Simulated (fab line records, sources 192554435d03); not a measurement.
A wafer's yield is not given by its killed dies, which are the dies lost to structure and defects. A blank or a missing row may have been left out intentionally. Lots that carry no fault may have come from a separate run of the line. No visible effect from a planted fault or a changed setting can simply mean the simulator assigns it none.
fab line records	flow n5Finfet
[record] lots = 7	wafers = 21
route steps=1938 shown BEOL_M8@1335 BEOL_M9@1401 BEOL_M10@1500 BEOL_M11@1543
startH: the number of hours between the record's first day and the start of the first shown wafer of the lot	waitH: time in hours since the lot's previous step	" unchanged from the row above	L1.1+2: a row that stands for several wafers	- no value present, or no start provided	* or withheld: withheld	< > ~ a bound
route shown NAME@n: names a module that has steps shown in the file, with the first one's number in the route	usual: mean/standard deviation taken from wafers without a fault	same: alike in all rows	chamber/n: place in a boat	sites: the reading at each site	_std_site: their standard deviation	_edge_site: the outer-site mean with the inner-site mean subtracted	radiusMm: for every site, how far away it sits from the centre of the wafer	mask NAME#n: copy n	behind: the tool/chamber that last shaped the wafer	hold: reason for holding the lot/hours on hold/outcome of the hold	device: whichever transistor did not switch (one of n, p or np)	end of line: the tests these same wafers got at the end of their route	step lacking rows: just its recipe	killed: the dies lost at the first sort to structure and to defects; this is not the yield of the wafer	map: a wafer's dies, marking killed ones x, the rest . and places with no die _
set.NAME: the setting as run; set.NAME@STEP: as run at that earlier step	model.NAME: the simulator's own value behind a step, which no gauge read
lots with deliberately changed settings; one table per step, one row per wafer
[[steps]]
[step N5_BEOL_M8_PECVD_70]
[recipe] material = SiO2	targetThkA = 200	tempC = 400	precursor = TEOS/O2	pressureTorr = 5.5	rfW = 450	teosFlowSccm = 53.8	gas = O2	flowSccm = 3000	timeS = 22.7
lot.wafer	tool	chamber	startH	waitH	set.tempC	model.SiO2_of_BEOL_M8_PECVD_70.thkNm
L077.2	pecvd-03	2	222.44	0.0	400	19.6
L077.4	"	0	"	"	411.9	18.8
L077.5	"	2	"	"	400	20.2
L078.1+3	pecvd-03	0,1	228.70	0.0	400	19.6
L078.2	"	2	"	"	400	19.4
L079.2	pecvd-03	2	231.75	0.0	400	19.8
L079.3	"	0	"	"	400	20
L079.6	"	0	"	"	408.3	19.2
L081.3	pecvd-02	2	265.68	0.0	386	21.6
L081.5	"	2	"	"	400	20.2
L081.6	"	0	"	"	386	22.4
L093.1	pecvd-04	0	364.87	0.0	385.7	21.6
L093.3	"	1	"	"	400	19.8
L093.5	"	1	"	"	400	20.2
L096.1	pecvd-02	0	374.51	0.0	392.4	21.2
L096.2	"	1	"	"	392.4	21
L096.5	"	1	"	"	400	20.6
L095.1	pecvd-02	2	376.43	0.0	400	19.8
L095.2+5	"	1,2	"	"	400	20.2
[step N5_BEOL_M8_HM_DEP_02]
[recipe] material = TiN	targetThkA = 200	tempC = 25	chamberPressurePa = 0.49996
[step N5_BEOL_M8_COAT_59]
[recipe] resist = SOC	tempC = 250	timeS = 60	spinRpm = 1500	resistThkNm = 100
[step N5_BEOL_M8_STRIP_80]
[recipe] chemistry = N2/H2	timeS = 10	powerW = 450	tempC = 40	pressureMtorr = 20	rfFrequencyHz = 6e+07	biasPowerW = 7	n2FlowSccm = 200	h2FlowSccm = 200
[step N5_BEOL_M8_HM_STRIP_39]
[recipe] chemistry = peroxideTinStrip	material = TiN	targetDepthA = 250	tempC = 50	timeS = 158
lot.wafer	tool	chamber	startH	waitH	set.tempC@BEOL_M8_PECVD_70	model.SiO2_of_BEOL_M8_PECVD_70.thkNm
L077.2	wetBench-01	6	224.47	0.0	400	19.4
L077.4	"	4	"	"	411.9	18.8
L077.5	"	7	"	"	400	20
L079.2	wetBench-06	1	234.63	0.0	400	19.6
L079.3	"	0	"	"	400	20
L079.6	"	4	"	"	408.3	19.2
L078.1	wetBench-05	7	235.19	0.0	400	19.6
L078.2+3	"	0,3	"	"	400	19.4
L081.3	wetBench-01	2	269.89	0.0	386	21.4
L081.5	"	7	"	"	400	20
L081.6	"	3	"	"	386	22.2
L093.1	wetBench-06	5	370.61	0.0	385.7	21.6
L093.3	"	7	"	"	400	19.8
L093.5	"	6	"	"	400	20.2
L096.1	wetBench-06	0	376.66	0.0	392.4	21
L096.2	"	4	"	"	392.4	20.8
L096.5	"	7	"	"	400	20.4
L095.1	wetBench-06	6	381.46	0.0	400	19.8
L095.2+5	"	1,7	"	"	400	20.2
[step N5_BEOL_M9_ILD_DEP_00]
[recipe] material = SiCOH_lowk	targetThkA = 3085.1	tempC = 300	precursor = DEMS/porogen	pressureTorr = 5	rfW = 500	timeS = 58
lot.wafer	tool	chamber	startH	waitH	set.timeS	model.SiCOH_lowk_of_BEOL_M9_ILD_DEP_00.thkNm
L077.2	pecvd-03	1	227.74	0.0	63.27	335.6
L077.4	"	1	"	"	63.27	341.6
L077.5	"	2	"	"	63.27	343.4
L079.2	pecvd-03	2	237.28	0.0	58	309
L079.3	"	1	"	"	65.67	345.6
L079.6	"	2	"	"	65.67	352.2
L078.1	pecvd-04	2	237.74	0.0	58	303
L078.2	"	1	"	"	58	306.8
L078.3	"	0	"	"	58	303.2
L081.3	pecvd-01	0	272.27	0.0	58	308
L081.5	"	2	"	"	49.79	271
L081.6	"	0	"	"	58	311.6
L093.1	pecvd-03	2	374.82	0.0	58	305.4
L093.3	"	0	"	"	60.5	318.4
L093.5	"	1	"	"	58	316.2
L096.1	pecvd-01	2	380.36	0.0	58	311.2
L096.2	"	0	"	"	58	312.6
L096.5	"	2	"	"	58	314.4
L095.1	pecvd-04	0	384.52	0.0	58	305.6
L095.2	"	2	"	"	58	300.6
L095.5	"	2	"	"	58	308.8
[step N5_BEOL_M9_CURE_71]
[recipe] tempC = 385	timeS = 240	ambient = He/Ar	material = SiCOH_lowk
lot.wafer	tool	chamber	startH	waitH	set.timeS@BEOL_M9_ILD_DEP_00	model.SiCOH_lowk_of_BEOL_M9_ILD_DEP_00.thkNm
L077.2	uvCure-02	2	227.90	0.1	63.27	292
L077.4	"	2	"	"	63.27	297.2
L077.5	"	2	"	"	63.27	299
L079.2	uvCure-03	0	237.44	0.1	58	268.4
L079.3	"	0	"	"	65.67	300.8
L079.6	"	0	"	"	65.67	306.8
L078.1+3	uvCure-01	0	237.82	0.0	58	263.2
L078.2	"	0	"	"	58	266.4
L081.3	uvCure-01	2	272.50	0.2	58	267.6
L081.5	"	2	"	"	49.79	234.8
L081.6	"	2	"	"	58	270.6
L093.1	uvCure-01	0	375.07	0.2	58	265.2
L093.3	"	0	"	"	60.5	276.8
L093.5	"	0	"	"	58	274.8
L096.1	uvCure-03	1	380.43	0.0	58	270.4
L096.2	"	1	"	"	58	271.6
L096.5	"	1	"	"	58	273.2
L095.1	uvCure-03	2	384.63	0.1	58	265.4
L095.2	"	2	"	"	58	261
L095.5	"	2	"	"	58	268.2
[step N5_BEOL_M9_THK_MEAS_01]
[recipe] reads = SiCOH_lowk_of_BEOL_M9_ILD_DEP_00
[usual] M9_ILD_THK = 269/3.8
lot.wafer	tool	chamber	startH	waitH	set.timeS@BEOL_M9_ILD_DEP_00	M9_ILD_THK[nm]
L077.2	filmMetro-02	-	228.33	0.4	63.27	292
L077.4	"	-	"	"	63.27	297
L077.5	"	-	"	"	63.27	299
L079.2	filmMetro-02	-	237.87	0.4	58	268
L079.3	"	-	"	"	65.67	301
L079.6	"	-	"	"	65.67	307
L078.1	filmMetro-01	-	238.33	0.4	58	263
L078.2	"	-	"	"	58	267
L078.3	"	-	"	"	58	263
L081.3	filmMetro-02	-	272.86	0.3	58	267
L081.5	"	-	"	"	49.79	235
L081.6	"	-	"	"	58	271
L093.1	filmMetro-02	-	375.58	0.4	58	265
L093.3	"	-	"	"	60.5	277
L093.5	"	-	"	"	58	275
L096.1	filmMetro-01	-	380.95	0.4	58	271
L096.2	"	-	"	"	58	272
L096.5	"	-	"	"	58	273
L095.1	filmMetro-01	-	385.14	0.4	58	265
L095.2	"	-	"	"	58	261
L095.5	"	-	"	"	58	268
[step N5_BEOL_M9_ETCH_62]
[recipe] chemistry = N2/H2	target = SOC	targetDepthA = 1100	overetchA = 220	maskMaterial = SiARC	tempC = 40	timeS = 165	ionEnergyEv = 200	pressureMtorr = 30	sourceW = 840	biasW = 150	n2FlowSccm = 200	h2FlowSccm = 200
[usual] rfVppV = 523.5/2.1
lot.wafer	tool	chamber	startH	waitH	set.sourceW	rfVppV
L077.2	rieDiel-05	1	230.44	0.0	840	519.6
L077.4	"	3	"	"	965	499.0
L077.5	"	3	"	"	840	523.1
L079.2	rieDiel-02	1	241.82	0.0	840	526.1
L079.3	"	0	"	"	784.2	535.2
L079.6	"	2	"	"	784.2	534.4
L078.1	rieDiel-05	0	241.83	0.0	840	526.6
L078.2	"	2	"	"	799.3	532.1
L078.3	"	1	"	"	799.3	528.9
L081.3	rieDiel-05	0	274.28	0.0	931	507.2
L081.5	"	0	"	"	931	508.0
L081.6	"	1	"	"	840	518.8
L093.1	rieDiel-05	3	377.28	0.1	840	523.3
L093.3	"	0	"	"	840	525.4
L093.5	"	0	"	"	840	524.0
L096.1	rieDiel-06	1	382.68	0.0	840	520.7
L096.2	"	0	"	"	840	525.6
L096.5	"	1	"	"	840	520.3
L095.1	rieDiel-06	1	386.85	0.0	840	518.8
L095.2	"	3	"	"	840	525.2
L095.5	"	1	"	"	840	519.9
[step N5_BEOL_M10_PEB_26]
[recipe] pebTempC = withheld	pebTimeS = 60	resist = CAR-ArF
lot.wafer	tool	chamber	startH	waitH	set.pebTimeS
L077.2+4+5	lithoTrack-05	0	240.92	0.1	60
L079.2+3	lithoTrack-05	0	255.67	0.1	60
L079.6	"	0	"	"	51.11
L078.1+3	lithoTrack-05	0	255.95	0.1	70.94
L078.2	"	0	"	"	60
L081.3	lithoTrack-05	0	283.13	0.0	60
L081.5+6	"	0	"	"	47.85
L093.1+3+5	lithoTrack-03	0	388.82	0.1	60
L096.1+2+5	lithoTrack-05	0	391.52	0.1	48.19
L095.1+2+5	lithoTrack-05	0	395.47	0.1	60
[step N5_BEOL_M10_DEVELOP_27]
[recipe] developTimeS = 30	developer = TMAH	resist = CAR-ArF	rinseLiquid = diw	dry = airSpin	devTempC = 23
[step N5_BEOL_M10_CD_MEAS_28]
[recipe] targetCdNm = 70	landingEnergyEv = 500	detector = seInlens	polarity = opening
[usual] cdNm = 70.0/0.89
lot.wafer	tool	chamber	startH	waitH	set.pebTimeS@BEOL_M10_PEB_26	cdNm
L077.2	cdSem-03	0	240.98	-	60	71.0
L077.4	"	0	"	"	60	72.0
L077.5	"	0	"	"	60	70.1
L079.2	cdSem-03	0	255.74	-	60	70.8
L079.3	"	0	"	"	60	71.1
L079.6	"	0	"	"	51.11	62.6
L078.1	cdSem-01	0	256.02	-	70.94	77.0
L078.2	"	0	"	"	60	69.5
L078.3	"	0	"	"	70.94	76.8
L081.3	cdSem-01	0	283.20	-	60	69.0
L081.5	"	0	"	"	47.85	60.0
L081.6	"	0	"	"	47.85	58.5
L093.1	cdSem-02	0	388.89	-	60	69.8
L093.3	"	0	"	"	60	69.6
L093.5	"	0	"	"	60	70.2
L096.1	cdSem-03	0	391.59	-	48.19	58.9
L096.2	"	0	"	"	48.19	58.1
L096.5	"	0	"	"	48.19	58.6
L095.1	cdSem-02	0	395.53	-	60	70.7
L095.2	"	0	"	"	60	69.9
L095.5	"	0	"	"	60	70.4
[step N5_BEOL_M10_TRENCH_ETCH_37]
[recipe] chemistry = C4F6/O2	targetDepthA = 1488.3	target = SiCOH_lowk	timeS = 48	ionEnergyEv = 250	pressureMtorr = 30	sourceW = 345	biasW = 185	Ar_flow_sccm = 300	C4F6_flow_sccm = 10	O2_flow_sccm = 10
[usual] rfVppV = 656/12
lot.wafer	tool	chamber	startH	waitH	set.biasW	rfVppV
L077.2	rieDiel-04	2	-	-	185	658
L077.4	"	2	"	"	207.1	722
L077.5	"	0	"	"	207.1	710
L079.2	rieDiel-03	2	-	-	210.8	720
L079.3	"	0	"	"	185	664
L079.6	"	2	"	"	210.8	718
L078.1	rieDiel-04	3	-	-	209.8	732
L078.2	"	2	"	"	185	659
L078.3	"	0	"	"	185	649
L081.3	rieDiel-04	0	-	-	199.2	688
L081.5	"	1	"	"	199.2	706
L081.6	"	3	"	"	199.2	703
L093.1	rieDiel-04	3	-	-	185	661
L093.3	"	1	"	"	185	675
L093.5	"	2	"	"	185	660
L096.1	rieDiel-04	1	-	-	185	675
L096.2	"	3	"	"	185	660
L096.5	"	0	"	"	185	649
L095.1	rieDiel-04	3	-	-	185	663
L095.2	"	2	"	"	185	658
L095.5	"	0	"	"	185	649
[step N5_BEOL_M11_COAT_05]
[recipe] resist = CAR-ArF	spinRpm = 1500	resistThkNm = 90
lot.wafer	tool	chamber	startH	waitH	set.spinRpm	model.CAR-ArF_of_BEOL_M11_COAT_05.thkNm
L077.2+5	lithoTrack-04	0	-	-	1500	89.8
L077.4	"	0	"	"	1500	90.2
L079.2	lithoTrack-01	0	-	-	1368	94.6
L079.3+6	"	0	"	"	1500	90.2
L078.1+2	lithoTrack-02	0	-	-	1500	89.6
L078.3	"	0	"	"	1500	89.8
L081.3+6	lithoTrack-01	0	-	-	1500	90
L081.5	"	0	"	"	1500	90.2
L093.1	lithoTrack-01	0	-	-	1500	89.8
L093.3	"	0	"	"	1500	90
L093.5	"	0	"	"	1500	90.2
L096.1	lithoTrack-04	0	-	-	1500	89.8
L096.2	"	0	"	"	1380	93.2
L096.5	"	0	"	"	1500	89.6
L095.1	lithoTrack-02	0	-	-	1500	90.2
L095.2+5	"	0	"	"	1500	90
[step N5_BEOL_M11_EXPOSE_08]
[recipe] maskId = M11	na = 1.35	sourceShape = dipole	sigmaInner = 0.411	sigmaOuter = 0.611	polarization = te	doseMj = 53.75
lot.wafer	tool	chamber	startH	waitH	mask	set.doseMj
L077.2+4	arfiScanner-01	0	248.53	-	M11#0	53.75
L077.5	"	0	"	"	M11#0	51.49
L079.2+3+6	arfiScanner-03	0	262.96	-	M11#0	57.47
L078.1+2	arfiScanner-02	0	263.18	-	M11#0	57.1
L078.3	"	0	"	"	M11#0	53.75
L081.3+6	arfiScanner-03	0	289.77	-	M11#0	53.75
L081.5	"	0	"	"	M11#0	52.14
L093.1+3	arfiScanner-03	0	393.19	-	M11#0	51.2
L093.5	"	0	"	"	M11#0	53.75
L096.1+5	arfiScanner-02	0	400.69	-	M11#0	52.59
L096.2	"	0	"	"	M11#0	53.75
L095.1+2+5	arfiScanner-03	0	403.62	-	M11#0	53.75
[step N5_BEOL_M11_PEB_09]
[recipe] pebTempC = withheld	pebTimeS = 60	resist = CAR-ArF
[step N5_BEOL_M11_DEVELOP_10]
[recipe] developTimeS = 30	developer = TMAH	resist = CAR-ArF	rinseLiquid = diw	dry = airSpin	devTempC = 23
lot.wafer	tool	chamber	startH	waitH	set.spinRpm@BEOL_M11_COAT_05	model.CAR-ArF_of_BEOL_M11_COAT_05.thkNm
L077.2+5	lithoTrack-01	0	-	-	1500	88.2
L077.4	"	0	"	"	1500	88.4
L079.2	lithoTrack-04	0	-	-	1368	92.8
L079.3+6	"	0	"	"	1500	88.6
L078.1	lithoTrack-04	0	-	-	1500	87.8
L078.2+3	"	0	"	"	1500	88
L081.3	lithoTrack-01	0	-	-	1500	88.2
L081.5	"	0	"	"	1500	88.6
L081.6	"	0	"	"	1500	88.4
L093.1	lithoTrack-01	0	-	-	1500	88
L093.3	"	0	"	"	1500	88.2
L093.5	"	0	"	"	1500	88.4
L096.1	lithoTrack-01	0	-	-	1500	88.2
L096.2	"	0	"	"	1380	91.4
L096.5	"	0	"	"	1500	87.8
L095.1+2+5	lithoTrack-01	0	-	-	1500	88.4
[step N5_BEOL_M11_CD_MEAS_11]
[recipe] targetCdNm = 64.1	landingEnergyEv = 500	detector = seInlens	polarity = opening
[usual] cdNm = 64.4/0.54
lot.wafer	tool	chamber	startH	waitH	set.doseMj@BEOL_M11_EXPOSE_08	cdNm
L077.2	cdSem-02	0	248.65	-	53.75	65.0
L077.4	"	0	"	"	53.75	64.2
L077.5	"	0	"	"	51.49	62.0
L079.2	cdSem-03	0	263.08	-	57.47	67.9
L079.3	"	0	"	"	57.47	68.0
L079.6	"	0	"	"	57.47	68.6
L078.1	cdSem-01	0	263.31	-	57.1	67.8
L078.2	"	0	"	"	57.1	67.4
L078.3	"	0	"	"	53.75	64.3
L081.3	cdSem-01	0	289.89	-	53.75	63.2
L081.5	"	0	"	"	52.14	62.8
L081.6	"	0	"	"	53.75	64.7
L093.1	cdSem-03	0	393.32	-	51.2	61.5
L093.3	"	0	"	"	51.2	61.5
L093.5	"	0	"	"	53.75	65.5
L096.1	cdSem-03	0	400.81	-	52.59	63.3
L096.2	"	0	"	"	53.75	63.9
L096.5	"	0	"	"	52.59	63.2
L095.1	cdSem-03	0	403.75	-	53.75	64.7
L095.2	"	0	"	"	53.75	64.6
L095.5	"	0	"	"	53.75	65.3
[step N5_BEOL_M11_DESCUM_16]
[recipe] chemistry = O2	timeS = 7.9	sourcePowerW = 50	biasPowerW = 20	pressureMtorr = 20	rfFrequencyHz = 2.712e+07	tempC = 40	resist = CAR-ArF	o2FlowSccm = 225
[step N5_BEOL_M11_ETCH_61]
[recipe] chemistry = CF4	target = SiARC	targetDepthA = 390	maskMaterial = CAR-ArF	timeS = 65	ionEnergyEv = 80	pressureMtorr = 40	sourceW = 545	biasW = 36	Ar_flow_sccm = 100	cf4FlowSccm = 100	ends = cleared
lot.wafer	tool	chamber	startH	waitH	set.spinRpm@BEOL_M11_COAT_05	set.doseMj@BEOL_M11_EXPOSE_08	model.CAR-ArF_of_BEOL_M11_COAT_05.thkNm	model.BEOL_M11.cdOffsetNm
L077.2	rieDiel-02	0	248.85	0.0	1500	53.75	55.4	0.4
L077.4	"	1	"	"	1500	53.75	55.8	-0.6
L077.5	"	0	"	"	1500	51.49	55.4	-2.2
L079.2	rieDiel-02	2	263.44	0.0	1368	57.47	59.8	3.8
L079.3	"	0	"	"	1500	57.47	55.6	4
L079.6	"	3	"	"	1500	57.47	55.8	4.4
L078.1	rieDiel-06	2	263.50	0.0	1500	57.1	55.2	3.6
L078.2	"	0	"	"	1500	57.1	55.4	3.4
L078.3	"	1	"	"	1500	53.75	55.6	0.4
L081.3	rieDiel-05	3	290.01	0.0	1500	53.75	55.4	-0.6
L081.5	"	2	"	"	1500	52.14	55.6	-1.4
L081.6	"	1	"	"	1500	53.75	55.6	0.6
L093.1+3	rieDiel-02	1,2	393.44	0.0	1500	51.2	55.2	-2.8
L093.5	"	2	"	"	1500	53.75	55.4	1.4
L096.1	rieDiel-02	3	400.94	0.0	1500	52.59	55.4	-1.2
L096.2	"	0	"	"	1380	53.75	58.8	-0.2
L096.5	"	2	"	"	1500	52.59	55	-0.6
L095.1	rieDiel-06	2	403.87	0.0	1500	53.75	55.6	0.4
L095.2	"	3	"	"	1500	53.75	55.6	0
L095.5	"	3	"	"	1500	53.75	55.6	1
[step N5_BEOL_M11_ETCH_62]
[recipe] chemistry = N2/H2	target = SOC	targetDepthA = 1100	overetchA = 220	maskMaterial = SiARC	tempC = 40	timeS = 165	ionEnergyEv = 200	pressureMtorr = 30	sourceW = 840	biasW = 150	n2FlowSccm = 200	h2FlowSccm = 200
[step N5_BEOL_M11_STRIP_68]
[recipe] chemistry = N2/H2	tempC = 40	n2FlowSccm = 200	h2FlowSccm = 200	rfFrequencyHz = 6e+07
[step N5_BEOL_M11_HM_OPEN_17]
[recipe] chemistry = Cl2/BCl3	targetDepthA = 200	overetchA = 60	target = TiN	maskMaterial = SOC	ionEnergyEv = 150	pressureMtorr = 10	icpW = 1000	biasW = 126	Cl2_flow_sccm = 53.25	bcl3FlowSccm = 21.75	Ar_flow_sccm = 25
[step N5_BEOL_M11_STRIP_19]
[recipe] chemistry = O2	powerW = 400	tempC = 40	pressureMtorr = 30	rfFrequencyHz = 6e+07	biasPowerW = 0	overashFraction = 0.2	o2FlowSccm = 225
[step N5_BEOL_M11_CD_MEAS_18]
[recipe] pitchNm = 140	targetCdNm = 70
[usual] cdNm = 70.3/0.62
lot.wafer	tool	chamber	startH	waitH	set.doseMj@BEOL_M11_EXPOSE_08	cdNm
L077.2	cdSem-02	-	249.26	0.1	53.75	70.5
L077.4	"	-	"	"	53.75	69.3
L077.5	"	-	"	"	51.49	67.7
L079.2	cdSem-03	-	263.86	0.1	57.47	73.8
L079.3	"	-	"	"	57.47	73.3
L079.6	"	-	"	"	57.47	74.6
L078.1	cdSem-01	-	263.92	0.0	57.1	73.7
L078.2	"	-	"	"	57.1	73.7
L078.3	"	-	"	"	53.75	70.5
L081.3	cdSem-02	-	290.43	0.1	53.75	69.7
L081.5	"	-	"	"	52.14	68.7
L081.6	"	-	"	"	53.75	70.5
L093.1	cdSem-02	-	393.95	0.0	51.2	67.3
L093.3	"	-	"	"	51.2	67.2
L093.5	"	-	"	"	53.75	71.5
L096.1	cdSem-01	-	401.35	0.0	52.59	68.8
L096.2	"	-	"	"	53.75	69.6
L096.5	"	-	"	"	52.59	69.4
L095.1	cdSem-01	-	404.30	0.1	53.75	70.4
L095.2	"	-	"	"	53.75	69.5
L095.5	"	-	"	"	53.75	70.7
[step N5_BEOL_M11_COAT_63]
[recipe] resist = SOC	tempC = 250	timeS = 60	spinRpm = 1500	resistThkNm = 100
[step N5_BEOL_M11_COAT_64]
[recipe] resist = SiARC	tempC = 220	timeS = 60	spinRpm = 1500	resistThkNm = 30
[step N5_BEOL_M11_PRECLEAN_42]
[recipe] chemistry = residueRemover	timeS = 60	tempC = 40
[step N5_BEOL_M11_SRD_43]
[recipe] timeS = 30	tempC = 23	rinseLiquid = diw	dry = ipaMarangoni
[step N5_BEOL_M11_CD_MEAS_35]
[recipe] targetCdNm = 70	polarity = opening
[usual] cdNm = 70.3/0.62
lot.wafer	tool	chamber	startH	waitH	set.doseMj@BEOL_M11_EXPOSE_08	cdNm
L077.2	cdSem-01	-	250.80	0.0	53.75	70.6
L077.4	"	-	"	"	53.75	68.8
L077.5	"	-	"	"	51.49	67.6
L079.2	cdSem-01	-	267.66	0.0	57.47	74.4
L079.3	"	-	"	"	57.47	73.5
L079.6	"	-	"	"	57.47	74.8
L078.1	cdSem-02	-	267.94	0.0	57.1	73.8
L078.2	"	-	"	"	57.1	73.6
L078.3	"	-	"	"	53.75	70.7
L081.3	cdSem-01	-	291.81	0.0	53.75	69.9
L081.5	"	-	"	"	52.14	68.5
L081.6	"	-	"	"	53.75	70.5
L093.1	cdSem-01	-	396.10	0.0	51.2	67.0
L093.3	"	-	"	"	51.2	67.0
L093.5	"	-	"	"	53.75	71.5
L096.1	cdSem-03	-	402.97	0.0	52.59	68.3
L096.2	"	-	"	"	53.75	70.2
L096.5	"	-	"	"	52.59	69.6
L095.1	cdSem-03	-	407.05	0.0	53.75	70.3
L095.2	"	-	"	"	53.75	69.2
L095.5	"	-	"	"	53.75	70.9
[[key]]
[split] step = N5_BEOL_M8_PECVD_70	setting = tempC	stated = 400	by = wafer
[response] step = N5_BEOL_M8_PECVD_70	reading = model.SiO2_of_BEOL_M8_PECVD_70.thkNm	change = -0.423	per = 1%	r = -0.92
[response] step = N5_BEOL_M8_HM_STRIP_39	reading = model.SiO2_of_BEOL_M8_PECVD_70.thkNm	change = -0.404	per = 1%	r = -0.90
[split] step = N5_BEOL_M9_ILD_DEP_00	setting = timeS	stated = 58	by = wafer
[response] step = N5_BEOL_M9_ILD_DEP_00	reading = model.SiCOH_lowk_of_BEOL_M9_ILD_DEP_00.thkNm	change = +2.82	per = 1%	r = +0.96
[response] step = N5_BEOL_M9_CURE_71	reading = model.SiCOH_lowk_of_BEOL_M9_ILD_DEP_00.thkNm	change = +2.5	per = 1%	r = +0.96
[response] step = N5_BEOL_M9_THK_MEAS_01	reading = M9_ILD_THK	change = +2.49	per = 1%	r = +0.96
[split] step = N5_BEOL_M9_ETCH_62	setting = sourceW	stated = 840	by = wafer
[response] step = N5_BEOL_M9_ETCH_62	reading = rfVppV	change = -1.31	per = 1%	r = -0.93
[split] step = N5_BEOL_M10_PEB_26	setting = pebTimeS	stated = 60	by = wafer
[response] step = N5_BEOL_M10_CD_MEAS_28	reading = cdNm	change = +0.473	per = 1%	r = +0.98
[split] step = N5_BEOL_M10_TRENCH_ETCH_37	setting = biasW	stated = 185	by = wafer
[response] step = N5_BEOL_M10_TRENCH_ETCH_37	reading = rfVppV	change = +4.85	per = 1%	r = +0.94
[split] step = N5_BEOL_M11_COAT_05	setting = spinRpm	stated = 1500	by = wafer
[response] step = N5_BEOL_M11_COAT_05	reading = model.CAR-ArF_of_BEOL_M11_COAT_05.thkNm	change = -0.472	per = 1%	r = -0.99
[response] step = N5_BEOL_M11_DEVELOP_10	reading = model.CAR-ArF_of_BEOL_M11_COAT_05.thkNm	change = -0.454	per = 1%	r = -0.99
[response] step = N5_BEOL_M11_ETCH_61	reading = model.CAR-ArF_of_BEOL_M11_COAT_05.thkNm	change = -0.459	per = 1%	r = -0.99
[split] step = N5_BEOL_M11_EXPOSE_08	setting = doseMj	stated = 53.75	by = wafer
[response] step = N5_BEOL_M11_CD_MEAS_11	reading = cdNm	change = +0.599	per = 1%	r = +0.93
[response] step = N5_BEOL_M11_ETCH_61	reading = model.BEOL_M11.cdOffsetNm	change = +0.58	per = 1%	r = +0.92
[response] step = N5_BEOL_M11_CD_MEAS_18	reading = cdNm	change = +0.595	per = 1%	r = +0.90
[response] step = N5_BEOL_M11_CD_MEAS_35	reading = cdNm	change = +0.607	per = 1%	r = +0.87
